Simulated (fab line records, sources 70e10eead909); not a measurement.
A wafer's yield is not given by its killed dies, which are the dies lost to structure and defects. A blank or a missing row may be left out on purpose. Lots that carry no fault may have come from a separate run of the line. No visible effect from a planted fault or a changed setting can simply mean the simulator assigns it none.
One fault through the eyes of 2 desks / flow nand harc / numbers are kept per desk, each desk with only its own; the story behind them comes last

FROM THE METROLOGY DESK
Means of the sampled wafers that have a number, per lot and without regard to the tool the lot ran on: this is what the gauges read. If a lot's mean is further than 4 standard deviations from the usual mean, the lot is out of limits and carries the mark OUT (the distance appears in the brackets).
Columns: A = thk nm at NHARC_A_ONON_D1_THK_MEAS_30, usual 1002 nm
lot=L598; first seen here=day 8 06:58; A=994
lot=L600; first seen here=day 9 00:54; A=1001
lot=L601; first seen here=day 9 14:14; A=999
lot=L603; first seen here=day 10 08:28; A=988
lot=L604; first seen here=day 10 23:07; A=1003
lot=L613; first seen here=day 14 06:28; A=996
lot=L614; first seen here=day 15 05:58; A=1002
lot=L615; first seen here=day 15 10:58; A=1012
lot=L616; first seen here=day 15 22:53; A=1000
lot=L617; first seen here=day 16 06:03; A=1001
lot=L619; first seen here=day 17 06:00; A=995
lot=L620; first seen here=day 17 18:07; A=1008
This desk found nothing out of limits on any of the 12 lots.

THE TOOL OWNER'S DESK: rie diel-05
The tool's own readings at NHARC_A_CHANNEL_HOLE_D1_ETCH_34 (etches the open film in CF4/CHF3, target depth 154 nm, time 77 s): means of the sampled wafers that have a number, for each lot that ran on this tool. If a lot's mean is further than 4 standard deviations from the usual mean, the lot is out of limits and carries the mark OUT (the distance appears in the brackets).
Columns: A = drypump motor current A at NHARC_A_CHANNEL_HOLE_D1_ETCH_34, usual 5.6 A; B = oes product au at NHARC_A_CHANNEL_HOLE_D1_ETCH_34, usual 0.948 a.u.; C = rf fwd power W at NHARC_A_CHANNEL_HOLE_D1_ETCH_34, usual 495.8 W; D = rf vpp V at NHARC_A_CHANNEL_HOLE_D1_ETCH_34, usual 370.0 V; E = showerhead plenum p Torr at NHARC_A_CHANNEL_HOLE_D1_ETCH_34, usual 1.56 Torr; F = throttle valve pct at NHARC_A_CHANNEL_HOLE_D1_ETCH_34, usual 16.802 %
lot=L598; first seen here=day 8 12:23; A=5.8; B=0.921; C=495.7; D=368.8; E=1.50; F=16.799
lot=L600; first seen here=day 9 06:19; A=5.3; B=0.966; C=494.3; D=370.7; E=1.58; F=16.799
lot=L601; first seen here=day 9 18:17; A=5.7; B=0.926; C=497.1; D=368.9; E=1.55; F=16.802
lot=L603; first seen here=day 10 12:23; A=5.7; B=0.885; C=429.2 (-39) OUT; D=367.7; E=1.50; F=16.799
lot=L614; first seen here=day 15 09:49; A=6.0; B=0.912; C=496.0; D=368.3; E=1.49; F=16.803
lot=L615; first seen here=day 15 19:15; A=5.6; B=0.918; C=495.6; D=369.9; E=1.56; F=16.799
lot=L616; first seen here=day 16 03:02; A=5.7; B=0.922; C=496.0; D=368.5; E=1.52; F=16.813
lot=L617; first seen here=day 16 10:34; A=5.5; B=0.917; C=495.9; D=369.1; E=1.54; F=16.798
lot=L619; first seen here=day 17 11:29; A=5.4; B=0.932; C=494.1; D=368.6; E=1.55; F=16.806
lot=L620; first seen here=day 17 22:34; A=5.7; B=0.921; C=494.7; D=369.1; E=1.52; F=16.804
This desk's finding: out of limits on L603; first on L603, day 10 12:23 (rf fwd power W at NHARC_A_CHANNEL_HOLE_D1_ETCH_34). In limits: L598, L600, L601, L614, L615, L616, L617, L619, L620.

ALL TOGETHER
On L603, at day 10 12:23, an alarm was possible from the tool owner's desk.
At the metrology desk, nothing out of limits was observed.
The metrology desk holds a record of L603, inside its limits.
The lots listed all ran NHARC_A_CHANNEL_HOLE_D1_ETCH_34 on rie diel-05.

WHAT THE SIMULATOR HAD PUT IN
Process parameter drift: rie diel-05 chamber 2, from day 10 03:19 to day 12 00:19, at NHARC_A_CHANNEL_HOLE_D1_ETCH_34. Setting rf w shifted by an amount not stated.
Shown lots that were struck: L603.
How many hours passed from the start of the fault until each desk's first out-of-limits reading: the tool owner's desk, 9.
